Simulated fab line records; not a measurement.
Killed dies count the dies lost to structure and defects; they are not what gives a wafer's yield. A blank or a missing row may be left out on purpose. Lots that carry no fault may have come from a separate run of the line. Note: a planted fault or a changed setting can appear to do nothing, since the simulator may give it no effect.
Which of the tools did it? | flow n5-finfet | 10 lots, 30 wafers sampled, at 2 steps of a route of 1938

== WHAT EACH GAUGE READ, for each wafer ==
N5_BEOL_M10_OVL_MEAS_12. Usual: M10_OVL typically reads 0.5 nm, with standard deviation 0.73.
lot  | measured     | on         | M10_OVL (nm)   | flag
L769 | day 10 17:25 | overlay-01 | 0.3 0.7 1.7    |
L774 | day 12 10:10 | overlay-01 | -1.9 -0.5 -0.8 |
L772 | day 12 12:01 | overlay-02 | 0.1 0.3 -0.4   |
L773 | day 12 13:04 | overlay-01 | 0.6 0.2 0.4    |
L775 | day 13 02:13 | overlay-01 | 0.8 0.2 -0.6   |
L776 | day 13 12:04 | overlay-02 | 0.9 1.0 1.1    |
L782 | day 14 17:09 | overlay-01 | 0.9 1.6 0.3    |
L784 | day 15 00:13 | overlay-02 | 0.7 1.0 1.4    |
L783 | day 15 00:16 | overlay-02 | 0.5 1.1 0.3    |
L787 | day 16 10:29 | overlay-02 | -0.1 0.7 0.5   |

== TOOL THAT RAN EACH LOT (tool first, then ch and the chambers of the sampled wafers, then the start) ==
lot  | N5_BEOL_M9_SPUTTER_48
L769 | pvd-sputter-03, day 10 14:28
L774 | pvd-sputter-01, day 12 06:34
L772 | pvd-sputter-02, day 12 09:50
L773 | pvd-sputter-02, day 12 10:13
L775 | pvd-sputter-01, day 12 23:16
L776 | pvd-sputter-01, day 13 06:47
L782 | pvd-sputter-03, day 14 12:25
L784 | pvd-sputter-01, day 14 20:52
L783 | pvd-sputter-03, day 14 21:04
L787 | pvd-sputter-02, day 16 05:47
- N5_BEOL_M9_SPUTTER_48: material Cu, target thk 12 nm, time 2 s.

== AS READ BY THE TOOLS THEMSELVES (means over the sampled wafers that have a number; for cases with no such wafer, the mark the record gives instead) ==
N5_BEOL_M9_SPUTTER_48. Usual: chuck-sensor-temp-C -16.1 C, standard deviation 0.54; throttle-valve-pct 29.6 %, standard deviation 1.2.
lot  | tool           | chuck-sensor-temp-C (C) | throttle-valve-pct (%) | flag
L769 | pvd-sputter-03 | -16.0                   | 29.9                   |
L774 | pvd-sputter-01 | -16.8                   | 30.3                   |
L772 | pvd-sputter-02 | -15.7                   | 30.3                   |
L773 | pvd-sputter-02 | -15.7                   | 28.7                   |
L775 | pvd-sputter-01 | -16.5                   | 29.7                   |
L776 | pvd-sputter-01 | -16.5                   | 29.6                   |
L782 | pvd-sputter-03 | -15.7                   | 30.5                   |
L784 | pvd-sputter-01 | -16.0                   | 28.9                   |
L783 | pvd-sputter-03 | -15.7                   | 30.6                   |
L787 | pvd-sputter-02 | -15.9                   | 30.6                   |

== THE ANSWER, worked out from the rows above alone ==
Rule: take the mean of a lot's wafers that have a number; if it is more than 3 standard deviations from the usual mean, the lot is off. Also off: a lot with no number at a reading for which 4 or more lots have one. Where the step has rows for the other lots, those lots are counted as sound. First the gauges in route order, then the tools' own readings, where a lot's mean is used as printed above. The first step at which some lot is off is used, and at that step the reading that is off furthest; a lot without a number counts as furthest.
Nothing can be told from this: no lot is off at any reading shown.

== WHAT THE SIMULATOR HAD PUT IN ==
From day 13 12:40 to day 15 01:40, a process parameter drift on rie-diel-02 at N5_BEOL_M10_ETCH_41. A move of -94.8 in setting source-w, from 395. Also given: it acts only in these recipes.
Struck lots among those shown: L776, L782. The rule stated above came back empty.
